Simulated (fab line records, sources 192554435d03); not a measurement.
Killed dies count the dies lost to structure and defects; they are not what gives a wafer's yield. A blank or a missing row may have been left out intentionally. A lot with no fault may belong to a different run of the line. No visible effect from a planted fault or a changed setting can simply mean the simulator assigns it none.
fab line records || flow n5-finfet
record {"lots": 4, "wafers": 11, "last-day": 17}
route steps=1938 shown PMOS_HMC_CHANNEL_EPI@78 FIN_SAQP@90 FIN_CUT@165 BEOL_M4@1111 PASSIVATION@1936
lots untouched by any fault: they come from a run of this same line in which no faults occurred
start-h: start of the lot's first displayed wafer, in hours after the record's first day || wait-h: hours from the lot's prior step to this one || " repeats the value in the row above || L1.1+2: several wafers, shown together as one row || - no value, or no start given || * or withheld: withheld || < > ~ a bound
route shown NAME@n: a module of which the file shows steps, and the number in the route of the first || usual: the fault-free wafers' mean and standard deviation || same: alike in all rows || chamber/n: place in a boat || sites: each site's reading || _std_site: standard deviation of those values || _edge_site: inner sites' mean taken away from outer sites' mean || radius-mm: how far each site lies from the wafer's centre || mask NAME#n: copy n || behind: the tool/chamber that last shaped the wafer || hold: the reason the lot was held/the length of the hold in hours/how it ended || device: which transistor (n, p or np) failed to switch || end of line: tests of these same wafers at the route's end || a step without rows: its recipe alone || killed: not the wafer's yield, but the dies lost to structure and defects at the first sort || map: dies across one wafer; x = killed, . = not, _ = none there
set.NAME: setting as actually run; set.NAME@STEP: the setting as run at that earlier step || model.NAME: the simulator's own value behind a step, which no gauge read
a table for each step, a row for each wafer; lots at some steps of the route
services: from which hour (start-h, from the record's first day; less than 0 if before it) a tool's chamber was out of use, for how many hours, and why
## steps
# step N5_PMOS_HMC_CHANNEL_EPI_EPI_20
# recipe {"material": "SiGe30", "mask-material": "SiO2", "pressure-torr": 20, "target-thk-a": 590, "temp-c": 600}
# step N5_PMOS_HMC_CHANNEL_EPI_HM_STRIP_35
# recipe {"chemistry": "dHF", "temp-c": 25, "material": "SiO2", "target": "SiO2", "target-depth-a": 396, "time-s": 216}
# step N5_PMOS_HMC_CHANNEL_EPI_SRD_39
# recipe {"dry": "ipa-marangoni", "time-s": 30, "temp-c": 23, "rinse-liquid": "diw"}
# step N5_PMOS_HMC_CHANNEL_EPI_CMP_21
# recipe {"material": "SiGe30", "post-cmp-clean": "alkaline-brush", "target-thk-nm": 54}
# step N5_PMOS_HMC_CHANNEL_EPI_PRECLEAN_40
# recipe {"chemistry": "DHF", "time-s": 30, "temp-c": 25, "dilution": "withheld"}
# step N5_PMOS_HMC_CHANNEL_EPI_PRECLEAN_37
# recipe {"chemistry": "O3/DIW", "time-s": 45, "temp-c": 22, "o3-ppm": 10}
# step N5_PMOS_HMC_CHANNEL_EPI_PRECLEAN_24
# recipe {"chemistry": "DHF", "time-s": 30, "temp-c": 25, "dilution": "withheld"}
# step N5_PMOS_HMC_CHANNEL_EPI_SRD_25
# recipe {"dry": "ipa-marangoni", "do-ppb": 5, "time-s": 30, "temp-c": 23, "rinse-liquid": "diw"}
# step N5_PMOS_HMC_CHANNEL_EPI_EPI_26
# recipe {"material": "Si", "target-thk-a": 38, "temp-c": 650, "precursor": "SiH4/H2", "pressure-torr": 20, "time-s": 22.7}
# step N5_FIN_SAQP_PRECLEAN_42
# recipe {"chemistry": "O3/DIW", "time-s": 60, "temp-c": 22, "o3-ppm": 10}
{"lot.wafer": "L794.2+5+6", "tool": "wet-bench-01", "chamber": "3,6,4", "start-h": 68.20, "wait-h": 0.0}
{"lot.wafer": "L799.1+2+4", "tool": "wet-bench-01", "chamber": "5,2,0", "start-h": 98.20, "wait-h": 0.0}
{"lot.wafer": "L804.2+3+5", "tool": "wet-bench-01", "chamber": "3,2,4", "start-h": 128.37, "wait-h": 0.0}
{"lot.wafer": "L809.3+6", "tool": "wet-bench-02", "chamber": "1,0", "start-h": 158.96, "wait-h": 0.0}
# step N5_FIN_SAQP_PRECLEAN_00
# recipe {"chemistry": "SC1", "time-s": 60, "temp-c": 55, "mix": "1:2:50"}
# step N5_FIN_SAQP_PRECLEAN_44
# recipe {"chemistry": "SC2", "time-s": 45, "temp-c": 35, "mix": "1:1:50"}
# step N5_FIN_SAQP_SRD_01
# recipe {"dry": "ipa-marangoni", "time-s": 30, "temp-c": 23, "rinse-liquid": "diw"}
# step N5_FIN_SAQP_ALD_61
# recipe {"material": "SiO2", "target-thk-a": 40, "temp-c": 300, "ald-precursor-family": "BDEAS", "ald-co-reactant": "O2-plasma", "pulse-time-s": 1, "purge-time-s": 2, "co-reactant-purge-time-s": 2, "ald-cycles": 43, "pressure-torr": 2}
# step N5_FIN_SAQP_DENSIFY_62
# recipe {"temp-c": 700, "time-s": 60, "ambient": "N2", "idle-temp-c": 600, "ramp-up-c-per-s": 150, "ramp-down-c-per-s": 60, "cool-to-c": 600}
# step N5_FIN_SAQP_HM_DEP_03
# recipe {"material": "SiNx", "target-thk-a": 380, "temp-c": 400, "precursor": "SiH4/NH3/N2", "pressure-torr": 1.5, "rf-w": 300, "time-s": 33.6}
# step N5_FIN_SAQP_PECVD_47
# recipe {"material": "a-Si", "target-thk-a": 450, "temp-c": 400, "precursor": "SiH4/He", "pressure-torr": 3, "rf-w": 100, "time-s": 36.3}
# step N5_FIN_SAQP_PECVD_48
# recipe {"material": "SiNx", "target-thk-a": 250, "temp-c": 400, "precursor": "SiH4/NH3/N2", "pressure-torr": 1.5, "rf-w": 300, "time-s": 22.1}
# step N5_FIN_SAQP_PECVD_06
# recipe {"material": "a-Si", "target-thk-a": 600, "temp-c": 400, "precursor": "SiH4/He", "pressure-torr": 3, "rf-w": 100, "time-s": 48.1}
# step N5_FIN_SAQP_HM_DEP_72
# recipe {"material": "SiO2", "target-thk-a": 120, "temp-c": 400, "precursor": "SiH4/N2O", "pressure-torr": 0.75, "rf-w": 275, "time-s": 7.2}
# step N5_FIN_SAQP_COAT_49
# recipe {"resist": "SOC", "temp-c": 250, "time-s": 60, "spin-rpm": 1500, "resist-thk-nm": 100}
# step N5_FIN_SAQP_COAT_50
# recipe {"resist": "SiARC", "temp-c": 220, "time-s": 60, "spin-rpm": 1500, "resist-thk-nm": 35}
# step N5_FIN_SAQP_COAT_10
# recipe {"resist": "CAR-ArF", "spin-rpm": 1500, "resist-thk-nm": 90}
# step N5_FIN_SAQP_EBR_12
# recipe {"solvent": "PGMEA", "ebr-width-mm": 1.5}
# step N5_FIN_SAQP_SOFTBAKE_11
# recipe {"temp-c": 110, "time-s": 60, "resist": "CAR-ArF"}
# step N5_FIN_SAQP_EXPOSE_13
# recipe {"mask-id": "FIN_CORE", "na": 1.35, "source-shape": "dipole", "sigma-inner": 0.538, "sigma-outer": 0.738, "polarization": "te", "target-cd-nm": 35.6, "dose-mj": 63.25}
# step N5_FIN_SAQP_PEB_14
# recipe {"peb-temp-c": "withheld", "peb-time-s": 60, "resist": "CAR-ArF"}
# step N5_FIN_SAQP_DEVELOP_15
# recipe {"develop-time-s": 30, "developer": "TMAH", "resist": "CAR-ArF", "dev-temp-c": 23, "rinse-liquid": "diw", "dry": "air-spin"}
# step N5_FIN_SAQP_INSPECT_18
# recipe {"mode": "adi", "inspect-instrument": "brightfield"}
# usual {"raw-defect-count": "448/120"}
{"lot.wafer": "L794.2", "tool": "defect-inspect-02", "chamber": "-", "start-h": 69.43, "wait-h": 0.0, "raw-defect-count": 520}
{"lot.wafer": "L794.5", "tool": "defect-inspect-02", "chamber": "-", "start-h": 69.43, "wait-h": 0.0, "raw-defect-count": 389}
{"lot.wafer": "L794.6", "tool": "defect-inspect-02", "chamber": "-", "start-h": 69.43, "wait-h": 0.0, "raw-defect-count": 445}
{"lot.wafer": "L799.1", "tool": "defect-inspect-01", "chamber": "-", "start-h": 102.81, "wait-h": 0.0, "raw-defect-count": 1055}
{"lot.wafer": "L799.2", "tool": "defect-inspect-01", "chamber": "-", "start-h": 102.81, "wait-h": 0.0, "raw-defect-count": 1045}
{"lot.wafer": "L799.4", "tool": "defect-inspect-01", "chamber": "-", "start-h": 102.81, "wait-h": 0.0, "raw-defect-count": 908}
{"lot.wafer": "L804.2", "tool": "defect-inspect-02", "chamber": "-", "start-h": 129.72, "wait-h": 0.0, "raw-defect-count": 1130}
{"lot.wafer": "L804.3", "tool": "defect-inspect-02", "chamber": "-", "start-h": 129.72, "wait-h": 0.0, "raw-defect-count": 1001}
{"lot.wafer": "L804.5", "tool": "defect-inspect-02", "chamber": "-", "start-h": 129.72, "wait-h": 0.0, "raw-defect-count": 1153}
{"lot.wafer": "L809.3", "tool": "defect-inspect-01", "chamber": "-", "start-h": 160.54, "wait-h": 0.0, "raw-defect-count": 385}
{"lot.wafer": "L809.6", "tool": "defect-inspect-01", "chamber": "-", "start-h": 160.54, "wait-h": 0.0, "raw-defect-count": 437}
# step N5_FIN_SAQP_DESCUM_21
# recipe {"chemistry": "O2", "time-s": 7.9, "source-power-w": 50, "bias-power-w": 20, "pressure-mtorr": 20, "rf-frequency-hz": 2.712e+07, "temp-c": 40, "resist": "CAR-ArF", "o2-flow-sccm": 225}
# step N5_FIN_SAQP_ETCH_51
# recipe {"chemistry": "CF4", "target": "SiARC", "target-depth-a": 455, "mask-material": "CAR-ArF", "time-s": 75.8, "ion-energy-ev": 80, "pressure-mtorr": 40, "source-w": 545, "bias-w": 36, "Ar_flow_sccm": 100, "cf4-flow-sccm": 100, "ends": "cleared"}
# step N5_FIN_SAQP_ETCH_52
# recipe {"chemistry": "N2/H2", "target": "SOC", "target-depth-a": 1000, "overetch-a": 200, "mask-material": "SiARC", "temp-c": 40, "time-s": 150, "ion-energy-ev": 200, "pressure-mtorr": 30, "source-w": 840, "bias-w": 150, "n2-flow-sccm": 200, "h2-flow-sccm": 200, "ends": "end-point"}
# step N5_FIN_SAQP_STRIP_53
# recipe {"chemistry": "N2/H2", "temp-c": 40, "n2-flow-sccm": 200, "h2-flow-sccm": 200, "rf-frequency-hz": 6e+07}
# step N5_FIN_SAQP_HM_OPEN_73
# recipe {"chemistry": "CHF3/O2", "target": "SiO2", "stop-on": "a-Si", "target-depth-a": 120, "over-etch-frac": 1.8, "mask-material": "SOC", "time-s": 16.8, "pressure-mtorr": 30, "source-w": 650, "bias-w": 170, "Ar_flow_sccm": 200, "CHF3_flow_sccm": 50, "O2_flow_sccm": 5, "ion-energy-ev": 200, "ends": "end-point"}
# step N5_FIN_SAQP_STRIP_74
# recipe {"chemistry": "CHF3/O2", "resist": "SiARC", "rf-frequency-hz": 6e+07}
# step N5_FIN_SAQP_INSPECT_40
# recipe {"inspect-instrument": "brightfield", "mode": "aei"}
# usual {"raw-defect-count": "252/74"}
{"lot.wafer": "L794.2", "tool": "defect-inspect-02", "chamber": "-", "start-h": 73.62, "wait-h": 0.0, "raw-defect-count": 330}
{"lot.wafer": "L794.5", "tool": "defect-inspect-02", "chamber": "-", "start-h": 73.62, "wait-h": 0.0, "raw-defect-count": 223}
{"lot.wafer": "L794.6", "tool": "defect-inspect-02", "chamber": "-", "start-h": 73.62, "wait-h": 0.0, "raw-defect-count": 342}
{"lot.wafer": "L799.1", "tool": "defect-inspect-01", "chamber": "-", "start-h": 108.81, "wait-h": 0.0, "raw-defect-count": 1006}
{"lot.wafer": "L799.2", "tool": "defect-inspect-01", "chamber": "-", "start-h": 108.81, "wait-h": 0.0, "raw-defect-count": 838}
{"lot.wafer": "L799.4", "tool": "defect-inspect-01", "chamber": "-", "start-h": 108.81, "wait-h": 0.0, "raw-defect-count": 765}
{"lot.wafer": "L804.2", "tool": "defect-inspect-02", "chamber": "-", "start-h": 135.96, "wait-h": 0.0, "raw-defect-count": 828}
{"lot.wafer": "L804.3", "tool": "defect-inspect-02", "chamber": "-", "start-h": 135.96, "wait-h": 0.0, "raw-defect-count": 849}
{"lot.wafer": "L804.5", "tool": "defect-inspect-02", "chamber": "-", "start-h": 135.96, "wait-h": 0.0, "raw-defect-count": 720}
{"lot.wafer": "L809.3", "tool": "defect-inspect-01", "chamber": "-", "start-h": 166.13, "wait-h": 0.0, "raw-defect-count": 240}
{"lot.wafer": "L809.6", "tool": "defect-inspect-01", "chamber": "-", "start-h": 166.13, "wait-h": 0.0, "raw-defect-count": 229}
# step N5_FIN_CUT_INSPECT_10
# recipe {"mode": "adi", "inspect-instrument": "brightfield"}
# usual {"raw-defect-count": "46/13"}
{"lot.wafer": "L794.2", "tool": "defect-inspect-01", "chamber": "-", "start-h": 74.14, "wait-h": 0.0, "raw-defect-count": 79}
{"lot.wafer": "L794.5", "tool": "defect-inspect-01", "chamber": "-", "start-h": 74.14, "wait-h": 0.0, "raw-defect-count": 41}
{"lot.wafer": "L794.6", "tool": "defect-inspect-01", "chamber": "-", "start-h": 74.14, "wait-h": 0.0, "raw-defect-count": 74}
{"lot.wafer": "L799.1", "tool": "defect-inspect-01", "chamber": "-", "start-h": 109.33, "wait-h": 0.1, "raw-defect-count": 661}
{"lot.wafer": "L799.2", "tool": "defect-inspect-01", "chamber": "-", "start-h": 109.33, "wait-h": 0.1, "raw-defect-count": 601}
{"lot.wafer": "L799.4", "tool": "defect-inspect-01", "chamber": "-", "start-h": 109.33, "wait-h": 0.1, "raw-defect-count": 570}
{"lot.wafer": "L804.2", "tool": "defect-inspect-02", "chamber": "-", "start-h": 136.35, "wait-h": 0.0, "raw-defect-count": 591}
{"lot.wafer": "L804.3", "tool": "defect-inspect-02", "chamber": "-", "start-h": 136.35, "wait-h": 0.0, "raw-defect-count": 630}
{"lot.wafer": "L804.5", "tool": "defect-inspect-02", "chamber": "-", "start-h": 136.35, "wait-h": 0.0, "raw-defect-count": 585}
{"lot.wafer": "L809.3", "tool": "defect-inspect-01", "chamber": "-", "start-h": 166.67, "wait-h": 0.0, "raw-defect-count": 43}
{"lot.wafer": "L809.6", "tool": "defect-inspect-01", "chamber": "-", "start-h": 166.67, "wait-h": 0.0, "raw-defect-count": 38}
# step N5_FIN_CUT_INSPECT_17
# recipe {"inspect-instrument": "brightfield", "mode": "aei"}
# usual {"raw-defect-count": "254/75"}
{"lot.wafer": "L794.2", "tool": "defect-inspect-02", "chamber": "-", "start-h": 75.27, "wait-h": 0.0, "raw-defect-count": 335}
{"lot.wafer": "L794.5", "tool": "defect-inspect-02", "chamber": "-", "start-h": 75.27, "wait-h": 0.0, "raw-defect-count": 234}
{"lot.wafer": "L794.6", "tool": "defect-inspect-02", "chamber": "-", "start-h": 75.27, "wait-h": 0.0, "raw-defect-count": 348}
{"lot.wafer": "L799.1", "tool": "defect-inspect-01", "chamber": "-", "start-h": 110.28, "wait-h": 0.0, "raw-defect-count": 1021}
{"lot.wafer": "L799.2", "tool": "defect-inspect-01", "chamber": "-", "start-h": 110.28, "wait-h": 0.0, "raw-defect-count": 813}
{"lot.wafer": "L799.4", "tool": "defect-inspect-01", "chamber": "-", "start-h": 110.28, "wait-h": 0.0, "raw-defect-count": 777}
{"lot.wafer": "L804.2", "tool": "defect-inspect-01", "chamber": "-", "start-h": 137.30, "wait-h": 0.0, "raw-defect-count": 836}
{"lot.wafer": "L804.3", "tool": "defect-inspect-01", "chamber": "-", "start-h": 137.30, "wait-h": 0.0, "raw-defect-count": 885}
{"lot.wafer": "L804.5", "tool": "defect-inspect-01", "chamber": "-", "start-h": 137.30, "wait-h": 0.0, "raw-defect-count": 712}
{"lot.wafer": "L809.3", "tool": "defect-inspect-01", "chamber": "-", "start-h": 167.75, "wait-h": 0.0, "raw-defect-count": 257}
{"lot.wafer": "L809.6", "tool": "defect-inspect-01", "chamber": "-", "start-h": 167.75, "wait-h": 0.0, "raw-defect-count": 203}
# step N5_BEOL_M4_RC_MEAS_101
# usual {"DIBL_N": "36.0/2", "DIBL_P": "35.9/2.5", "IOFF_N": "0.16/0.038", "IOFF_P": "0.21/0.04", "ION_N": "675/14", "ION_P": "462/9.4", "SS_N": "71.5/0.75", "SS_P": "73.2/0.74", "VT_N": "250/3.9", "VT_P": "-251/3.2"}
{"lot.wafer": "L794.2", "tool": "prober-02", "chamber": 0, "start-h": 212.50, "wait-h": 0.2, "DIBL_N[mV/V]": 39.8, "DIBL_P[mV/V]": 37.9, "IOFF_N[nA/um]": 0.24, "IOFF_P[nA/um]": 0.31, "ION_N[uA/um]": 702, "ION_P[uA/um]": 481, "SS_N[mV/dec]": 72.4, "SS_P[mV/dec]": 73.9, "VT_N[mV]": 243, "VT_P[mV]": -243}
{"lot.wafer": "L794.5", "tool": "prober-02", "chamber": 0, "start-h": 212.50, "wait-h": 0.2, "DIBL_N[mV/V]": 39.0, "DIBL_P[mV/V]": 38.8, "IOFF_N[nA/um]": 0.23, "IOFF_P[nA/um]": 0.35, "ION_N[uA/um]": 714, "ION_P[uA/um]": 496, "SS_N[mV/dec]": 71.3, "SS_P[mV/dec]": 73.9, "VT_N[mV]": 244, "VT_P[mV]": -241}
{"lot.wafer": "L794.6", "tool": "prober-02", "chamber": 0, "start-h": 212.50, "wait-h": 0.2, "DIBL_N[mV/V]": 32.1, "DIBL_P[mV/V]": 29.1, "IOFF_N[nA/um]": 0.09, "IOFF_P[nA/um]": 0.15, "ION_N[uA/um]": 659, "ION_P[uA/um]": 465, "SS_N[mV/dec]": 70.7, "SS_P[mV/dec]": 71.1, "VT_N[mV]": 257, "VT_P[mV]": -249}
{"lot.wafer": "L799.1", "tool": "prober-01", "chamber": 0, "start-h": 242.90, "wait-h": 0.0, "DIBL_N[mV/V]": 33.6, "DIBL_P[mV/V]": 32.9, "IOFF_N[nA/um]": 0.12, "IOFF_P[nA/um]": 0.17, "ION_N[uA/um]": 664, "ION_P[uA/um]": 450, "SS_N[mV/dec]": 71.2, "SS_P[mV/dec]": 72.1, "VT_N[mV]": 254, "VT_P[mV]": -251}
{"lot.wafer": "L799.2", "tool": "prober-01", "chamber": 0, "start-h": 242.90, "wait-h": 0.0, "DIBL_N[mV/V]": 35.5, "DIBL_P[mV/V]": 33.9, "IOFF_N[nA/um]": 0.15, "IOFF_P[nA/um]": 0.19, "ION_N[uA/um]": 667, "ION_P[uA/um]": 450, "SS_N[mV/dec]": 72.2, "SS_P[mV/dec]": 72.3, "VT_N[mV]": 248, "VT_P[mV]": -249}
{"lot.wafer": "L799.4", "tool": "prober-01", "chamber": 0, "start-h": 242.90, "wait-h": 0.0, "DIBL_N[mV/V]": 35.4, "DIBL_P[mV/V]": 34.9, "IOFF_N[nA/um]": 0.15, "IOFF_P[nA/um]": 0.21, "ION_N[uA/um]": 655, "ION_P[uA/um]": 448, "SS_N[mV/dec]": 71.9, "SS_P[mV/dec]": 73.4, "VT_N[mV]": 250, "VT_P[mV]": -250}
{"lot.wafer": "L804.2", "tool": "prober-02", "chamber": 0, "start-h": 272.91, "wait-h": 0.2, "DIBL_N[mV/V]": 39.4, "DIBL_P[mV/V]": 38.9, "IOFF_N[nA/um]": 0.21, "IOFF_P[nA/um]": 0.26, "ION_N[uA/um]": 692, "ION_P[uA/um]": 467, "SS_N[mV/dec]": 72.4, "SS_P[mV/dec]": 73.6, "VT_N[mV]": 244, "VT_P[mV]": -247}
{"lot.wafer": "L804.3", "tool": "prober-02", "chamber": 0, "start-h": 272.91, "wait-h": 0.2, "DIBL_N[mV/V]": 36.2, "DIBL_P[mV/V]": 35.8, "IOFF_N[nA/um]": 0.14, "IOFF_P[nA/um]": 0.20, "ION_N[uA/um]": 678, "ION_P[uA/um]": 467, "SS_N[mV/dec]": 71.9, "SS_P[mV/dec]": 72.8, "VT_N[mV]": 251, "VT_P[mV]": -249}
{"lot.wafer": "L804.5", "tool": "prober-02", "chamber": 0, "start-h": 272.91, "wait-h": 0.2, "DIBL_N[mV/V]": 40.1, "DIBL_P[mV/V]": 41.3, "IOFF_N[nA/um]": 0.23, "IOFF_P[nA/um]": 0.30, "ION_N[uA/um]": 697, "ION_P[uA/um]": 476, "SS_N[mV/dec]": 71.4, "SS_P[mV/dec]": 73.6, "VT_N[mV]": 244, "VT_P[mV]": -247}
{"lot.wafer": "L809.3", "tool": "prober-01", "chamber": 0, "start-h": 311.61, "wait-h": 0.3, "DIBL_N[mV/V]": 38.4, "DIBL_P[mV/V]": 37.9, "IOFF_N[nA/um]": 0.19, "IOFF_P[nA/um]": 0.23, "ION_N[uA/um]": 675, "ION_P[uA/um]": 459, "SS_N[mV/dec]": 72.2, "SS_P[mV/dec]": 74.6, "VT_N[mV]": 250, "VT_P[mV]": -250}
{"lot.wafer": "L809.6", "tool": "prober-01", "chamber": 0, "start-h": 311.61, "wait-h": 0.3, "DIBL_N[mV/V]": 36.5, "DIBL_P[mV/V]": 35.5, "IOFF_N[nA/um]": 0.15, "IOFF_P[nA/um]": 0.18, "ION_N[uA/um]": 667, "ION_P[uA/um]": 451, "SS_N[mV/dec]": 71.5, "SS_P[mV/dec]": 72.7, "VT_N[mV]": 254, "VT_P[mV]": -251}
# step N5_PASSIVATION_PROBE_49
# usual {"defect-limited-yield": "91.3/1.5", "killed_at_M0_to_M3": "33/12", "killed_at_M4_up": "15/5.2", "killed-at-contacts": "12/5.1", "killed-at-front-end": "39/11", "killed-at-other": "5/3.6", "killed-dies": "103/18", "killed-on-rim": "14/4.3", "killed-open": "67/13", "killed-short": "33/7.8", "sort_bin_5_function": "5.1/0.96", "sort_bin_6_memory": "3.2/0.71", "sort-n-pass": "1077/18", "sort-yield-pct": "91.3/1.5"}
# same {"gross-dies": 1180, "killed-at-back-side": 0, "sort_bin_4_leakage[%]": 0, "sort_bin_8_speed[%]": 0}
{"lot.wafer": "L799.1", "tool": "prober-02", "chamber": "-", "start-h": 348.79, "wait-h": 0.0, "defect-limited-yield[%]": 80.8, "killed_at_M0_to_M3": 35, "killed_at_M4_up": 8, "killed-at-contacts": 13, "killed-at-front-end": 166, "killed-at-other": 5, "killed-dies": 227, "killed-on-rim": 34, "killed-open": 85, "killed-short": 40, "sort_bin_5_function[%]": 10.8, "sort_bin_6_memory[%]": 4.7, "sort-n-pass": 953, "sort-yield-pct[%]": 80.8}
{"lot.wafer": "L799.2", "tool": "prober-02", "chamber": "-", "start-h": 348.84, "wait-h": 0.1, "defect-limited-yield[%]": 81.7, "killed_at_M0_to_M3": 14, "killed_at_M4_up": 6, "killed-at-contacts": 14, "killed-at-front-end": 167, "killed-at-other": 15, "killed-dies": 216, "killed-on-rim": 20, "killed-open": 60, "killed-short": 29, "sort_bin_5_function[%]": 11.6, "sort_bin_6_memory[%]": 4.2, "sort-n-pass": 964, "sort-yield-pct[%]": 81.7}
{"lot.wafer": "L799.4", "tool": "prober-02", "chamber": "-", "start-h": 348.94, "wait-h": 0.2, "defect-limited-yield[%]": 85.1, "killed_at_M0_to_M3": 14, "killed_at_M4_up": 12, "killed-at-contacts": 9, "killed-at-front-end": 133, "killed-at-other": 8, "killed-dies": 176, "killed-on-rim": 33, "killed-open": 61, "killed-short": 30, "sort_bin_5_function[%]": 9.4, "sort_bin_6_memory[%]": 3.7, "sort-n-pass": 1004, "sort-yield-pct[%]": 85.1}
{"lot.wafer": "L804.2", "tool": "prober-01", "chamber": "-", "start-h": 383.37, "wait-h": 0.1, "defect-limited-yield[%]": 81.1, "killed_at_M0_to_M3": 28, "killed_at_M4_up": 13, "killed-at-contacts": 21, "killed-at-front-end": 161, "killed-at-other": 0, "killed-dies": 223, "killed-on-rim": 8, "killed-open": 76, "killed-short": 23, "sort_bin_5_function[%]": 10.8, "sort_bin_6_memory[%]": 5.5, "sort-n-pass": 957, "sort-yield-pct[%]": 81.1}
{"lot.wafer": "L804.3", "tool": "prober-01", "chamber": "-", "start-h": 383.42, "wait-h": 0.2, "defect-limited-yield[%]": 78.0, "killed_at_M0_to_M3": 48, "killed_at_M4_up": 16, "killed-at-contacts": 21, "killed-at-front-end": 171, "killed-at-other": 4, "killed-dies": 260, "killed-on-rim": 24, "killed-open": 99, "killed-short": 31, "sort_bin_5_function[%]": 13.4, "sort_bin_6_memory[%]": 6.4, "sort-n-pass": 920, "sort-yield-pct[%]": 78.0}
{"lot.wafer": "L804.5", "tool": "prober-01", "chamber": "-", "start-h": 383.52, "wait-h": 0.3, "defect-limited-yield[%]": 83.2, "killed_at_M0_to_M3": 38, "killed_at_M4_up": 15, "killed-at-contacts": 9, "killed-at-front-end": 133, "killed-at-other": 3, "killed-dies": 198, "killed-on-rim": 34, "killed-open": 66, "killed-short": 33, "sort_bin_5_function[%]": 10.7, "sort_bin_6_memory[%]": 3.4, "sort-n-pass": 982, "sort-yield-pct[%]": 83.2}
# killed by level:class
L799.1 FIN_SAQP:unspecified=87 STI_FIN_REVEAL:geometric-particle:open=16 FIN_SAQP:geometric-particle:open=15 HKMG_FIN:area-etch=15 MOL_CONTACT_COAG:geometric-particle:open=11 GATE_CUT:geometric-particle:short=8 FIN_SAQP:geometric-particle:short=7 BEOL_M0_SAQP:geometric-particle:short=7
L799.2 FIN_SAQP:unspecified=127 STI_FIN_REVEAL:geometric-particle:open=12 MOL_CONTACT_COAG:geometric-particle:open=11 FIN_SAQP:geometric-particle:short=9 FIN_SAQP:geometric-particle:open=7 BEOL_M1:geometric-particle:open=6 GATE_CUT:geometric-particle:short=4 MIM_TOP:geometric-particle:open=4
L799.4 FIN_SAQP:unspecified=85 FIN_SAQP:geometric-particle:open=11 STI_FIN_REVEAL:geometric-particle:open=9 FIN_SAQP:geometric-particle:short=8 MOL_CONTACT_COAG:geometric-particle:open=8 GATE_CUT:geometric-particle:short=7 BEOL_M4:geometric-particle:open=5 STARTING-WAFER:geometric-particle:open=5
L804.2 FIN_SAQP:unspecified=124 MOL_CONTACT_COAG:geometric-particle:open=17 FIN_SAQP:geometric-particle:open=12 STI_FIN_REVEAL:geometric-particle:open=11 BEOL_M0_SAQP:geometric-particle:open=6 BEOL_M3:geometric-particle:open=5 BEOL_M0_SAQP:geometric-particle:short=5 MOL_CONTACT_COAG:geometric-particle:short=4
L804.3 FIN_SAQP:unspecified=127 STI_FIN_REVEAL:geometric-particle:open=16 MOL_CONTACT_COAG:geometric-particle:open=16 BEOL_M3:geometric-particle:open=10 FIN_SAQP:geometric-particle:open=9 BEOL_M0_SAQP:geometric-particle:open=9 FIN_SAQP:geometric-particle:short=8 BEOL_M2:geometric-particle:open=7
L804.5 FIN_SAQP:unspecified=88 FIN_SAQP:geometric-particle:open=10 FIN_SAQP:geometric-particle:short=9 HKMG_FIN:area-etch=9 BEOL_M3:geometric-particle:open=8 MOL_CONTACT_COAG:geometric-particle:open=7 BEOL_M2:geometric-particle:open=7 BEOL_M0_SAQP:geometric-particle:open=5
# map L799.1 (x killed, . not)
_________________...x...x.x..________________
______________.x.....x......x..._____________
___________.xx.....x......x........__________
__________..xx.......x..x.......x..x_________
________.........x.......x........x..._______
_______....x.....x..xx.............x...______
______.....x...................xx......._____
_____x.x........................x...x.x.x____
____.........x.........x............xx....___
___.....x......x....................x......__
___................x.x.xx......x.x....x...x__
__x..x......x......................xx.x....._
__.x....................................x..x_
_....x.x.........x...x....x.x..xx.x.x.....x..
_...x.x....................x.......x....x...x
_......x...x.......x.......x.x..........xx...
_....xx..............xx.................x...x
_...x...x........x....x............x.x.x..x..
_.......x..x.....................x...xxxxxxxx
_.....x...xx...x...........x.......xxxxxxxxxx
_........x..........x..........x.x.xxxxxxxxxx
__x............x..x..x............xxxxxxxxxx_
__..x.........................x..xxxxxxxxxxx_
___...............x..x...........x.xxxxxxxx__
___......x.x...x...........x.x....xxxxxxxxx__
____....xxx.....x....x......x.x...x.xxxxxx___
_____...x.............x.......x...x.xxxxx____
______......................x.......x.x._____
_______.x......x.....................x.______
________......x...........x..x........_______
__________...x.......x.............._________
___________...........x.x...x......__________
______________......x...x......._____________
_________________....x.......________________
# map L804.3 (x killed, . not)
_________________........x...________________
______________...........x...x.x_____________
___________......................xx__________
__________x.......x.x....x........x._________
________...x.......x.......x.x.......x_______
_______.................x.x......x.....______
______...x....x..........x...x......x..x_____
_____..xxx...................x......x....____
____...........x..x..xx..........x.....x..___
___..........x.x.......x....xx..x..........__
___...x............x.xx...x.....x...x......__
__........x.............x..........x...x...._
__x...........x...x..................x.x...._
_x........x.x.................x......x......x
_................x.....xx.....x.x............
_.....x.x.........x............xx............
_...xxx...............x....x..............x.x
_.....xx............x..xx...x.........x......
_.......x................x...........x......x
_...................x....xx..................
_x.xx..x...x............x......x....x..x.....
__................x............x..x..xx....._
__...........x.....x..xxx..................._
___...x.......xxxx.xx.xxxx.....x...........__
___..............xxxxxxxxxx..x...x..x.x....__
____.x.......xxxxxxxxxxxxxxxxxx...........___
_____..x...x.x.xxxxxxxxxxxx.x.x..........____
______.......x..xxxxxxxxxxxxxx..x......._____
_______.........xxxxxxxxxxxxx..x.......______
________.....xx.xxxxxxxxxxxxx........._______
__________x....xxxxxxxxxxx.x....x..._________
___________....x.xxxxxxxxx.xxx.....__________
______________x....xxxxx........_____________
_________________.x..xx.xxx..________________
## services
{"tool": "wet-bench-01", "chamber": "-", "start-h": 134.94, "hours": 3.8, "kind": "repair"}
## key
first-sign {"step": "N5_FIN_SAQP_INSPECT_18", "reading": "raw-defect-count", "direction": "up", "sigmas": 5, "usual": 448, "struck": 1049}
effect {"step": "N5_FIN_SAQP_INSPECT_40", "reading": "raw-defect-count", "direction": "up", "sigmas": 7.8, "usual": 252, "struck": 834}
effect {"step": "N5_FIN_CUT_INSPECT_10", "reading": "raw-defect-count", "direction": "up", "sigmas": 45, "usual": 46, "struck": 606}
effect {"step": "N5_FIN_CUT_INSPECT_17", "reading": "raw-defect-count", "direction": "up", "sigmas": 7.8, "usual": 254, "struck": 841}
effect {"step": "N5_PASSIVATION_PROBE_49", "reading": "killed-at-front-end", "direction": "up", "sigmas": 10, "usual": 39, "struck": 155}
more-kills-born-at {"N5_FIN_SAQP_PRECLEAN_42@wet-bench-01": 638}
met-at N5_FIN_SAQP_PRECLEAN_42
struck-wafers L799.1,L799.2,L799.4,L804.2,L804.3,L804.5
baseline-loss {"step": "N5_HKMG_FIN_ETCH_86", "wafers": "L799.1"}
onset-between 68.20 98.20
fault {"kind": "chamber-particle-source", "tool": "wet-bench-01", "chamber": "-", "onset-h": 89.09, "steps": "N5_FIN_SAQP_PRECLEAN_42", "rate-per-visit-cm2": 0.86596, "end-h": 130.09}
# baseline-loss: these wafers lose ten dies or more at that step, a loss of the line's own and not of a fault; the sort's usual values leave them out
